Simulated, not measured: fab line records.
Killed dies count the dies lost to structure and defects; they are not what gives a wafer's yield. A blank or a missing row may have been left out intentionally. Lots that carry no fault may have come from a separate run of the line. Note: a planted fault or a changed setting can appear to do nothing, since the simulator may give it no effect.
fab line records | flow n5_finfet
[record] lots = 7 | wafers = 18 | last_day = 19
route steps=1938 shown BEOL_M5@1142
lots that met no fault: from a run of the same line without faults
start_h: hours from the record's opening day to when the first of the lot's shown wafers began | wait_h: time in hours since the lot's previous step | " the same as in the row above | L1.1+2: a single row standing in for several wafers | - no value, or no start given | * or withheld: withheld | < > ~ a bound
route shown NAME@n: NAME is a module with steps in the file, n the number in the route of the first one | usual: mean/standard deviation of fault-free wafers | same: alike in all rows | chamber/n: place in a boat | sites: the reading at each site | _std_site: the values' standard deviation | _edge_site: mean of outer sites minus mean of inner sites | radius_mm: for every site, how far away it sits from the centre of the wafer | mask NAME#n: copy n | behind: the last tool/chamber to shape the wafer | hold: what put the lot on hold/how long, in hours/how the hold closed | device: the transistor (n, p or np) that didn't switch | end of line: tests of these same wafers at the route's end | where a step has no rows: the recipe by itself | killed: at the first sort, the dies lost to defects and structure; wafer yield is something else | map: the dies of a wafer, with x for killed, . for not killed, _ for no die there
set.NAME: the run value of the setting; set.NAME@STEP: its run value at that earlier step | model.NAME: the simulator's own value behind a step, which no gauge read
lots seen at some steps along the route; tables by step, rows by wafer
services: the hour from which a tool's chamber was out of use, counted from the record's first day as start_h (under 0 if before that day), plus the number of hours and why
[[steps]]
[step N5_BEOL_M5_COAT_22]
[recipe] resist = CAR-EUV | spin_rpm = 1500 | resist_thk_nm = 30
[step N5_BEOL_M5_EBR_24]
[recipe] solvent = PGMEA | ebr_width_mm = 1.5
[step N5_BEOL_M5_SOFTBAKE_23]
[recipe] temp_c = 110 | time_s = 60 | resist = CAR-EUV
[step N5_BEOL_M5_EXPOSE_25]
[recipe] mask_id = V4 | na = 0.33 | source_shape = quasar | sigma_inner = 0.2 | sigma_outer = 0.6 | polarization = unpolarized | defocus_nm = 10 | dose_mj = 52.75
[step N5_BEOL_M5_PEB_26]
[recipe] peb_temp_c = 100 | peb_time_s = 60 | resist = CAR-EUV
[step N5_BEOL_M5_DEVELOP_27]
[recipe] develop_time_s = 30 | developer = TMAH | resist = CAR-EUV | rinse_liquid = surfactant_rinse | dry = air_spin | dev_temp_c = 23
[step N5_BEOL_M5_CD_MEAS_28]
[recipe] target_cd_nm = 30.6 | landing_energy_ev = 500 | detector = se_inlens | target_cd_y_nm = 20 | polarity = opening
[usual] cd_nm = 30.61/0.26
lot.wafer | tool      | chamber | start_h | wait_h | cd_nm
L131.1    | cd_sem-02 | 0       | 167.62  | -      | 30.61
L131.4    | "         | 0       | "       | "      | 30.41
L131.6    | "         | 0       | "       | "      | 30.41
L132.1    | cd_sem-01 | 0       | 177.47  | -      | 30.63
L132.2    | "         | 0       | "       | "      | 30.40
L132.4    | "         | 0       | "       | "      | 30.28
L139.4    | cd_sem-03 | 0       | 233.69  | -      | 30.64
L139.5    | "         | 0       | "       | "      | 30.53
L141.4    | cd_sem-03 | 0       | 241.75  | -      | 30.74
L141.5    | "         | 0       | "       | "      | 30.96
L143.3    | cd_sem-02 | 0       | 265.88  | -      | 30.32
L143.4    | "         | 0       | "       | "      | 30.96
L145.2    | cd_sem-03 | 0       | 272.29  | -      | 30.57
L145.4    | "         | 0       | "       | "      | 29.93
L145.6    | "         | 0       | "       | "      | 30.39
L154.1    | cd_sem-01 | 0       | 330.76  | -      | 30.83
L154.3    | "         | 0       | "       | "      | 31.07
L154.4    | "         | 0       | "       | "      | 30.83
[step N5_BEOL_M5_OVL_MEAS_29]
[recipe] points_per_wafer = 522
[usual] V4_OVL = -0.3/0.76
lot.wafer | tool       | chamber | start_h | wait_h | V4_OVL[nm]
L131.1    | overlay-01 | 0       | 167.65  | 0.0    | -0.7
L131.4    | "          | 0       | "       | "      | -1.9
L131.6    | "          | 0       | "       | "      | -0.6
L132.1    | overlay-01 | 0       | 177.50  | 0.0    | -0.6
L132.2    | "          | 0       | "       | "      | -0.5
L132.4    | "          | 0       | "       | "      | -1.6
L139.4    | overlay-01 | 0       | 233.73  | 0.0    | 0.6
L139.5    | "          | 0       | "       | "      | 0.6
L141.4    | overlay-02 | 0       | 241.80  | 0.0    | 0.4
L141.5    | "          | 0       | "       | "      | -0.4
L143.3    | overlay-01 | 0       | 265.92  | 0.0    | -0.3
L143.4    | "          | 0       | "       | "      | -0.3
L145.2    | overlay-02 | 0       | 272.33  | 0.0    | -0.1
L145.4    | "          | 0       | "       | "      | 0.4
L145.6    | "          | 0       | "       | "      | -0.1
L154.1    | overlay-02 | 0       | 330.79  | 0.0    | -0.2
L154.3    | "          | 0       | "       | "      | -0.2
L154.4    | "          | 0       | "       | "      | -0.6
[step N5_BEOL_M5_INSPECT_30]
[recipe] mode = adi | inspect_instrument = brightfield
[usual] raw_defect_count = 397/100
lot.wafer | tool              | chamber | start_h | wait_h | raw_defect_count
L131.1    | defect_inspect-02 | -       | 167.71  | 0.1    | 329
L131.4    | "                 | -       | "       | "      | 351
L131.6    | "                 | -       | "       | "      | 509
L132.1    | defect_inspect-02 | -       | 177.56  | 0.1    | 369
L132.2    | "                 | -       | "       | "      | 388
L132.4    | "                 | -       | "       | "      | 432
L139.4    | defect_inspect-01 | -       | 233.78  | 0.0    | 229
L139.5    | "                 | -       | "       | "      | 251
L141.4    | defect_inspect-01 | -       | 241.84  | 0.0    | 350
L141.5    | "                 | -       | "       | "      | 288
L143.3    | defect_inspect-01 | -       | 265.97  | 0.0    | 340
L143.4    | "                 | -       | "       | "      | 282
L145.2    | defect_inspect-02 | -       | 272.38  | 0.0    | 375
L145.4    | "                 | -       | "       | "      | 435
L145.6    | "                 | -       | "       | "      | 360
L154.1    | defect_inspect-02 | -       | 330.85  | 0.1    | 408
L154.3    | "                 | -       | "       | "      | 374
L154.4    | "                 | -       | "       | "      | 394
[step N5_BEOL_M5_DESCUM_33]
[recipe] chemistry = O2 | time_s = 7 | source_power_w = 50 | bias_power_w = 20 | pressure_mtorr = 20 | rf_frequency_hz = 2.712e+07 | temp_c = 40 | resist = CAR-EUV | o2_flow_sccm = 225
[usual] bias_power_w = 20.00/0.065 | drypump_motor_current_A = 5.9/0.42 | oes_product_au = 0.75/0.055 | rf_vpp_V = 243.3/1.2 | showerhead_plenum_p_Torr = 2.10/0.053 | throttle_valve_pct = 20.47/0.13
lot.wafer | tool        | chamber | start_h | wait_h | bias_power_w | drypump_motor_current_A | oes_product_au | rf_hours_counter_h | rf_vpp_V | showerhead_plenum_p_Torr | throttle_valve_pct
L131.1    | rie_diel-03 | 2       | 168.17  | 0.5    | 20.00        | 5.4                     | 0.75           | 176                | 242.8    | 2.09                     | 20.28
L131.4    | "           | 3       | "       | "      | 19.94        | 5.6                     | 0.71           | 205                | 242.8    | 2.07                     | 20.52
L131.6    | "           | 2       | "       | "      | 19.99        | 5.5                     | 0.75           | -                  | 241.3    | 2.09                     | 20.26
L132.1    | rie_diel-04 | 2       | 177.59  | 0.0    | 19.92        | 6.5                     | 0.74           | 203                | 243.3    | 2.08                     | 20.36
L132.2    | "           | 3       | "       | "      | 19.98        | 6.4                     | 0.71           | 174                | 244.6    | 2.09                     | 20.43
L132.4    | "           | 0       | "       | "      | 20.00        | 5.5                     | 0.85           | 62                 | 244.8    | 2.22                     | 20.29
L139.4    | rie_diel-04 | 1       | 233.81  | 0.0    | 20.10        | 6.2                     | 0.75           | 160                | 242.6    | 2.09                     | 20.63
L139.5    | "           | 2       | "       | "      | 19.98        | 6.5                     | 0.72           | -                  | 242.9    | 2.07                     | 20.40
L141.4    | rie_diel-04 | 2       | 241.87  | 0.0    | 19.98        | 6.5                     | 0.72           | 220                | 241.5    | 2.07                     | 20.38
L141.5    | "           | 0       | "       | "      | 19.98        | 5.4                     | 0.84           | -                  | 245.1    | 2.22                     | 20.31
L143.3    | rie_diel-04 | 0       | 266.37  | 0.4    | 19.96        | 5.5                     | 0.82           | 87                 | 245.9    | 2.21                     | 20.31
L143.4    | "           | 0       | "       | "      | 19.83        | 5.4                     | 0.82           | -                  | 245.6    | 2.21                     | 20.31
L145.2    | rie_diel-05 | 2       | 272.42  | 0.0    | 20.01        | 5.7                     | 0.71           | 226                | 242.9    | 2.15                     | 20.71
L145.4    | "           | 0       | "       | "      | 19.91        | 5.2                     | 0.78           | 113                | 245.0    | 2.10                     | 20.66
L145.6    | "           | 3       | "       | "      | 19.96        | 5.8                     | 0.83           | -                  | 246.3    | 2.20                     | 20.43
L154.1    | rie_diel-05 | 3       | 331.14  | 0.3    | 19.91        | 5.7                     | 0.80           | 97                 | 243.9    | 2.19                     | 20.44
L154.3    | "           | 1       | "       | "      | 20.03        | 5.8                     | 0.70           | 211                | 244.2    | 2.16                     | 20.57
L154.4    | "           | 1       | "       | "      | 20.05        | 5.8                     | 0.71           | -                  | 244.8    | 2.16                     | 20.56
[step N5_BEOL_M5_ETCH_75]
[recipe] chemistry = N2/H2 | target = underlayer | target_depth_a = 65 | mask_material = CAR-EUV | time_s = 5.2 | ion_energy_ev = 200 | pressure_mtorr = 30 | source_w = 840 | bias_w = 150 | n2_flow_sccm = 200 | h2_flow_sccm = 200 | ends = cleared
[usual] drypump_motor_current_A = 6.0/0.42 | etch_rf_on_time_s = 5.19/0.094 | h2_flow_sccm = 200.0/0.69 | oes_product_au = 0.64/0.048 | rf_vpp_V = 524.1/2.1 | showerhead_plenum_p_Torr = 2.56/0.066 | throttle_valve_pct = 17.93/0.15
lot.wafer | tool        | chamber | start_h | wait_h | drypump_motor_current_A | etch_rf_on_time_s | h2_flow_sccm | oes_product_au | rf_hours_counter_h | rf_vpp_V | showerhead_plenum_p_Torr | throttle_valve_pct
L131.1    | rie_diel-03 | 2       | 168.20  | 0.0    | 5.5                     | 5.11              | 200.0        | 0.65           | 176                | 523.6    | 2.53                     | 17.68
L131.4    | "           | 3       | "       | "      | 5.6                     | 5.20              | 199.6        | 0.60           | 205                | 522.4    | 2.52                     | 17.93
L131.6    | "           | 2       | "       | "      | 5.5                     | 5.04              | 198.8        | 0.64           | -                  | 526.4    | 2.53                     | 17.71
L132.1    | rie_diel-04 | 2       | 177.63  | 0.0    | 6.5                     | 5.20              | 198.9        | 0.62           | 203                | 525.1    | 2.53                     | 17.90
L132.2    | "           | 3       | "       | "      | 6.5                     | 5.32              | 200.3        | 0.60           | 174                | 523.6    | 2.54                     | 17.87
L132.4    | "           | 0       | "       | "      | 5.5                     | 5.13              | 200.6        | 0.73           | 62                 | 526.7    | 2.69                     | 17.67
L139.4    | rie_diel-04 | 1       | 233.84  | 0.0    | 6.2                     | 5.33              | 200.6        | 0.63           | 160                | 521.9    | 2.54                     | 18.12
L139.5    | "           | 2       | "       | "      | 6.5                     | 5.28              | 200.5        | 0.60           | -                  | 522.2    | 2.52                     | 17.90
L141.4    | rie_diel-04 | 2       | 241.91  | 0.0    | 6.5                     | 5.18              | 200.8        | 0.61           | 220                | 521.4    | 2.52                     | 17.90
L141.5    | "           | 0       | "       | "      | 5.4                     | 5.08              | 200.0        | 0.70           | -                  | 527.8    | 2.69                     | 17.70
L143.3    | rie_diel-04 | 0       | 266.40  | 0.0    | 5.5                     | 5.11              | 198.9        | 0.70           | 87                 | 526.4    | 2.68                     | 17.70
L143.4    | "           | 0       | "       | "      | 5.4                     | 5.07              | 198.4        | 0.70           | -                  | 527.7    | 2.68                     | 17.71
L145.2    | rie_diel-05 | 2       | 272.45  | 0.0    | 5.7                     | 5.23              | 199.4        | 0.61           | 226                | 525.3    | 2.61                     | 18.14
L145.4    | "           | 0       | "       | "      | 5.2                     | 5.14              | 197.7        | 0.67           | 113                | 523.6    | 2.56                     | 18.22
L145.6    | "           | 3       | "       | "      | 5.7                     | 5.02              | 199.4        | 0.69           | -                  | 528.1    | 2.69                     | 17.93
L154.1    | rie_diel-05 | 3       | 331.18  | 0.0    | 5.7                     | 5.11              | 199.8        | 0.68           | 97                 | 527.5    | 2.68                     | 17.99
L154.3    | "           | 1       | "       | "      | 5.8                     | 5.27              | 199.6        | 0.59           | 211                | 525.6    | 2.63                     | 17.98
L154.4    | "           | 1       | "       | "      | 5.9                     | 5.24              | 200.1        | 0.60           | -                  | 526.2    | 2.63                     | 17.99
[step N5_BEOL_M5_ETCH_67]
[recipe] chemistry = CF4 | target = SiARC | target_depth_a = 156 | mask_material = CAR-EUV | time_s = 26 | ion_energy_ev = 80 | pressure_mtorr = 40 | source_w = 545 | bias_w = 36 | Ar_flow_sccm = 100 | cf4_flow_sccm = 100 | ends = cleared
[usual] drypump_motor_current_A = 5.9/0.42 | etch_rf_on_time_s = 26.0/0.47 | oes_product_au = 0.64/0.048 | rf_vpp_V = 184.1/1 | showerhead_plenum_p_Torr = 2.15/0.051 | throttle_valve_pct = 15.65/0.15
lot.wafer | tool        | chamber | start_h | wait_h | drypump_motor_current_A | etch_rf_on_time_s | oes_product_au | rf_hours_counter_h | rf_vpp_V | showerhead_plenum_p_Torr | throttle_valve_pct
L131.1    | rie_diel-03 | 2       | 168.22  | 0.0    | 5.5                     | 25.5              | 0.64           | 176                | 185.0    | 2.13                     | 15.46
L131.4    | "           | 3       | "       | "      | 5.6                     | 25.8              | 0.60           | 205                | 184.0    | 2.12                     | 15.76
L131.6    | "           | 2       | "       | "      | 5.4                     | 25.4              | 0.64           | -                  | 183.6    | 2.13                     | 15.47
L132.1    | rie_diel-04 | 2       | 177.64  | 0.0    | 6.5                     | 26.1              | 0.63           | 203                | 182.6    | 2.13                     | 15.59
L132.2    | "           | 3       | "       | "      | 6.5                     | 26.3              | 0.60           | 174                | 185.4    | 2.13                     | 15.56
L132.4    | "           | 0       | "       | "      | 5.5                     | 25.7              | 0.73           | 62                 | 186.5    | 2.26                     | 15.39
L139.4    | rie_diel-04 | 1       | 233.86  | 0.0    | 6.1                     | 26.4              | 0.64           | 160                | 181.7    | 2.14                     | 15.82
L139.5    | "           | 2       | "       | "      | 6.5                     | 26.7              | 0.61           | -                  | 183.5    | 2.12                     | 15.61
L141.4    | rie_diel-04 | 2       | 241.92  | 0.0    | 6.5                     | 25.8              | 0.62           | 220                | 183.2    | 2.12                     | 15.61
L141.5    | "           | 0       | "       | "      | 5.4                     | 25.3              | 0.72           | -                  | 184.2    | 2.25                     | 15.42
L143.3    | rie_diel-04 | 0       | 266.42  | 0.0    | 5.4                     | 25.7              | 0.70           | 87                 | 186.3    | 2.25                     | 15.43
L143.4    | "           | 0       | "       | "      | 5.4                     | 25.7              | 0.70           | -                  | 185.5    | 2.25                     | 15.42
L145.2    | rie_diel-05 | 2       | 272.47  | 0.0    | 5.7                     | 26.9              | 0.60           | 226                | 185.8    | 2.20                     | 15.92
L145.4    | "           | 0       | "       | "      | 5.2                     | 26.5              | 0.66           | 113                | 183.8    | 2.15                     | 15.81
L145.6    | "           | 3       | "       | "      | 5.7                     | 25.4              | 0.70           | -                  | 184.2    | 2.24                     | 15.60
L154.1    | rie_diel-05 | 3       | 331.19  | 0.0    | 5.7                     | 25.6              | 0.69           | 97                 | 183.7    | 2.24                     | 15.64
L154.3    | "           | 1       | "       | "      | 5.8                     | 26.1              | 0.60           | 211                | 186.2    | 2.21                     | 15.76
L154.4    | "           | 1       | "       | "      | 5.8                     | 26.1              | 0.60           | -                  | 185.8    | 2.21                     | 15.79
[step N5_BEOL_M5_ETCH_68]
[recipe] chemistry = N2/H2 | target = SOC | target_depth_a = 800 | overetch_a = 160 | mask_material = SiARC | temp_c = 40 | time_s = 120 | ion_energy_ev = 200 | pressure_mtorr = 30 | source_w = 840 | bias_w = 150 | n2_flow_sccm = 200 | h2_flow_sccm = 200
[usual] drypump_motor_current_A = 6.0/0.42 | h2_flow_sccm = 199.9/0.62 | oes_product_au = 0.57/0.039 | rf_vpp_V = 524.3/1.9 | showerhead_plenum_p_Torr = 2.56/0.066 | throttle_valve_pct = 17.89/0.15
lot.wafer | tool        | chamber | start_h | wait_h | drypump_motor_current_A | h2_flow_sccm | oes_product_au | rf_hours_counter_h | rf_vpp_V | showerhead_plenum_p_Torr | throttle_valve_pct | model.SiARC_of_BEOL_M5_COAT_66.thk_nm | model.BEOL_M5.cd_nm
L131.1    | rie_diel-03 | 2       | 168.25  | 0.0    | 5.5                     | 199.8        | 0.57           | 176                | 524.7    | 2.53                     | 17.68              | 6.4                                   | 28.4
L131.4    | "           | 3       | "       | "      | 5.6                     | 198.7        | 0.54           | 205                | 522.0    | 2.52                     | 17.93              | 6.2                                   | 28.6
L131.6    | "           | 2       | "       | "      | 5.4                     | 200.3        | 0.57           | -                  | 524.3    | 2.53                     | 17.67              | 6.4                                   | 28.2
L132.1    | rie_diel-04 | 2       | 177.67  | 0.0    | 6.5                     | 201.3        | 0.55           | 203                | 523.0    | 2.53                     | 17.86              | 6.6                                   | 27.8
L132.2    | "           | 3       | "       | "      | 6.5                     | 199.9        | 0.55           | 174                | 524.8    | 2.54                     | 17.80              | 6.6                                   | 28
L132.4    | "           | 0       | "       | "      | 5.4                     | 199.9        | 0.65           | 62                 | 528.0    | 2.69                     | 17.61              | 6.4                                   | 28.2
L139.4    | rie_diel-04 | 1       | 233.89  | 0.0    | 6.2                     | 200.4        | 0.57           | 160                | 523.7    | 2.54                     | 18.06              | 8.2                                   | 27.6
L139.5    | "           | 2       | "       | "      | 6.5                     | 200.0        | 0.54           | -                  | 523.6    | 2.52                     | 17.86              | 6.6                                   | 28.2
L141.4    | rie_diel-04 | 2       | 241.95  | 0.0    | 6.5                     | 199.9        | 0.55           | 220                | 523.1    | 2.52                     | 17.87              | 8.2                                   | 27.6
L141.5    | "           | 0       | "       | "      | 5.4                     | 200.7        | 0.63           | -                  | 527.3    | 2.68                     | 17.66              | 6.2                                   | 28.4
L143.3    | rie_diel-04 | 0       | 266.45  | 0.0    | 5.4                     | 200.6        | 0.63           | 87                 | 527.5    | 2.68                     | 17.66              | 8.2                                   | 27.6
L143.4    | "           | 0       | "       | "      | 5.4                     | 200.1        | 0.62           | -                  | 527.8    | 2.68                     | 17.65              | 8                                     | 27.8
L145.2    | rie_diel-05 | 2       | 272.50  | 0.0    | 5.7                     | 200.5        | 0.54           | 226                | 526.8    | 2.61                     | 18.07              | 6.6                                   | 28.2
L145.4    | "           | 0       | "       | "      | 5.2                     | 200.5        | 0.59           | 113                | 523.0    | 2.56                     | 18.17              | 6.6                                   | 28
L145.6    | "           | 3       | "       | "      | 5.8                     | 201.7        | 0.62           | -                  | 527.6    | 2.69                     | 17.88              | 6.2                                   | 28.2
L154.1    | rie_diel-05 | 3       | 331.22  | 0.0    | 5.8                     | 200.4        | 0.61           | 97                 | 526.0    | 2.68                     | 17.94              | 6.4                                   | 27.6
L154.3    | "           | 1       | "       | "      | 5.8                     | 200.4        | 0.54           | 211                | 526.4    | 2.63                     | 17.95              | 6.6                                   | 28.2
L154.4    | "           | 1       | "       | "      | 5.8                     | 199.6        | 0.54           | -                  | 526.1    | 2.63                     | 17.96              | 6.6                                   | 27.8
[step N5_BEOL_M5_STRIP_69]
[recipe] chemistry = N2/H2 | temp_c = 40 | n2_flow_sccm = 200 | h2_flow_sccm = 200 | rf_frequency_hz = 6e+07
[step N5_BEOL_M5_STRIP_76]
[recipe] chemistry = N2/H2 | temp_c = 40 | n2_flow_sccm = 200 | h2_flow_sccm = 200 | rf_frequency_hz = 6e+07
[step N5_BEOL_M5_VIA_ETCH_34]
[recipe] chemistry = C4F6/O2 | target = SiCOH_lowk | target_depth_a = 883 | mask_material = SOC | taper_deg = 4 | time_s = 39.2 | ion_energy_ev = 250 | pressure_mtorr = 30 | source_w = 345 | bias_w = 185 | Ar_flow_sccm = 300 | C4F6_flow_sccm = 10 | O2_flow_sccm = 10
[usual] drypump_motor_current_A = 5.9/0.42 | oes_product_au = 0.75/0.056 | rf_vpp_V = 666/4.3 | showerhead_plenum_p_Torr = 2.86/0.068 | throttle_valve_pct = 20.89/0.16
lot.wafer | tool        | chamber | start_h | wait_h | drypump_motor_current_A | oes_product_au | rf_hours_counter_h | rf_vpp_V | showerhead_plenum_p_Torr | throttle_valve_pct | model.BEOL_M5.cd_nm
L131.1    | rie_diel-03 | 2       | 168.35  | 0.0    | 5.4                     | 0.75           | 176                | 663      | 2.83                     | 20.67              | 28.4
L131.4    | "           | 3       | "       | "      | 5.6                     | 0.71           | 205                | 673      | 2.82                     | 20.99              | 28.6
L131.6    | "           | 2       | "       | "      | 5.4                     | 0.75           | -                  | 661      | 2.83                     | 20.68              | 28.2
L132.1    | rie_diel-04 | 2       | 177.77  | 0.0    | 6.6                     | 0.72           | 203                | 666      | 2.82                     | 20.76              | 28
L132.2    | "           | 3       | "       | "      | 6.4                     | 0.70           | 174                | 660      | 2.84                     | 20.84              | 28.2
L132.4    | "           | 0       | "       | "      | 5.4                     | 0.85           | 62                 | 669      | 3.00                     | 20.64              | 28.4
L139.4    | rie_diel-04 | 1       | 233.99  | 0.0    | 6.2                     | 0.75           | 160                | 666      | 2.83                     | 21.07              | 27.6
L139.5    | "           | 2       | "       | "      | 6.5                     | 0.71           | -                  | 664      | 2.82                     | 20.79              | 28.2
L141.4    | rie_diel-04 | 2       | 242.05  | 0.0    | 6.5                     | 0.71           | 220                | 663      | 2.82                     | 20.79              | 27.6
L141.5    | "           | 0       | "       | "      | 5.4                     | 0.83           | -                  | 670      | 2.99                     | 20.67              | 28.4
L143.3    | rie_diel-04 | 0       | 266.55  | 0.0    | 5.4                     | 0.82           | 87                 | 669      | 2.98                     | 20.69              | 27.6
L143.4    | "           | 0       | "       | "      | 5.4                     | 0.83           | -                  | 671      | 2.98                     | 20.67              | 27.8
L145.2    | rie_diel-05 | 2       | 272.60  | 0.0    | 5.7                     | 0.70           | 226                | 671      | 2.92                     | 21.12              | 28.2
L145.4    | "           | 0       | "       | "      | 5.2                     | 0.78           | 113                | 663      | 2.87                     | 21.21              | 27.8
L145.6    | "           | 3       | "       | "      | 5.7                     | 0.83           | -                  | 671      | 2.99                     | 20.89              | 28
L154.1    | rie_diel-05 | 3       | 331.32  | 0.0    | 5.7                     | 0.79           | 97                 | 671      | 2.98                     | 20.91              | 27.8
L154.3    | "           | 1       | "       | "      | 5.8                     | 0.70           | 211                | 663      | 2.93                     | 20.99              | 28.2
L154.4    | "           | 1       | "       | "      | 5.8                     | 0.69           | -                  | 659      | 2.93                     | 20.99              | 28
[step N5_BEOL_M5_STRIP_85]
[recipe] chemistry = C4F6/O2 | resist = SiARC | rf_frequency_hz = 6e+07
[[services]]
tool        | chamber | start_h | hours | kind
rie_diel-03 | 1       | 235.73  | 2.8   | repair
rie_diel-03 | -       | 252.66  | 2.8   | pm
rie_diel-04 | 3       | 264.39  | 11.2  | repair
rie_diel-04 | 0       | 290.08  | 9.8   | repair
rie_diel-03 | 3       | 308.45  | 5.8   | repair
rie_diel-05 | 2       | 328.85  | 3.0   | repair
[[key]]
first_sign none at tools or gauges
[model_effect] step = N5_BEOL_M5_ETCH_68 | value = SiARC_of_BEOL_M5_COAT_66.thk_nm | without = 6.5 | struck = 8.15
[model_effect] step = N5_BEOL_M5_VIA_ETCH_34 | value = BEOL_M5.cd_nm | without = 28.3 | struck = 27.65
met_at N5_BEOL_M5_ETCH_68
struck_wafers L139.4,L141.4,L143.3,L143.4
onset_between 177.67 233.89
[fault] kind = process_parameter_drift | tool = rie_diel-04 | chamber = - | onset_h = 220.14 | steps = N5_BEOL_M5_ETCH_68 | channel = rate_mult | offset = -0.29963 | shape = step | end_h = 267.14 | scope = struck_wafers_only
